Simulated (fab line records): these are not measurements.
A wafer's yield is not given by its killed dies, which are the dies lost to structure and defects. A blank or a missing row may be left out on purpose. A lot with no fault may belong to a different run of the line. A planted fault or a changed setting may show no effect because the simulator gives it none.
Which tool was responsible? | flow nand harc | 18 wafers from 6 lots sampled at 3 of the route's 1302 steps

== WHAT THE GAUGES SHOWED, per wafer ==
NHARC_A_BLC_INSPECT_28.
lot  | measured     | on                | raw defect count
L752 | day 23 03:08 | defect inspect-01 | 383 395 405
L754 | day 24 00:04 | defect inspect-02 | 885 658 518
L756 | day 25 00:03 | defect inspect-02 | 392 348 354
L758 | day 26 03:04 | defect inspect-01 | 640 917 628
L768 | day 30 01:38 | defect inspect-02 | 511 586 554
L773 | day 31 18:03 | defect inspect-01 | 772 437 661

== TOOL THAT RAN EACH LOT (tool first, then ch and the chambers of the sampled wafers, then the start) ==
lot  | NHARC_A_BLC_STRIP_29               | NHARC_A_BLC_CMP_25
L752 | rie diel-04 ch 0,1,2, day 23 01:13 | cmp-03 ch 1,2,3, day 23 02:43
L754 | rie diel-07 ch 1,2, day 23 22:10   | cmp-01 ch 1,2,3, day 23 23:44
L756 | rie diel-07 ch 1,2, day 24 22:09   | cmp-02 ch 0,1,3, day 24 23:41
L758 | rie diel-07 ch 0,1,2, day 26 01:07 | cmp-03 ch 1,3, day 26 02:40
L768 | rie diel-07 ch 0,2,3, day 29 23:43 | cmp-01 ch 1,2, day 30 01:15
L773 | rie diel-11 ch 2,3, day 31 16:07   | cmp-02 ch 1,2,3, day 31 17:38
- NHARC_A_BLC_STRIP_29: strips in CF4.
- NHARC_A_BLC_CMP_25: polishes, t overpolish 30 s, target thk 150 nm.

== THE ANSWER, worked out from the rows above alone ==
Rule: usual is defined by the lots themselves. The widest of any qualifying gaps counts: lots, ordered by their means at a reading, are off when they make up no more than a third of the lots, leave a main group of 4 or more, and stand apart from it by 3 or more times the standard deviation of that group's means. The tables above print the reading to a certain number of digits; a main group whose means all agree to those digits is not used. Also off: a lot with no number at a reading for which 4 or more lots have one. Where the step has rows for the other lots, those lots are counted as sound.
None of the lots is off at any reading shown; this tells nothing.

== WHAT THE SIMULATOR PUT IN ==
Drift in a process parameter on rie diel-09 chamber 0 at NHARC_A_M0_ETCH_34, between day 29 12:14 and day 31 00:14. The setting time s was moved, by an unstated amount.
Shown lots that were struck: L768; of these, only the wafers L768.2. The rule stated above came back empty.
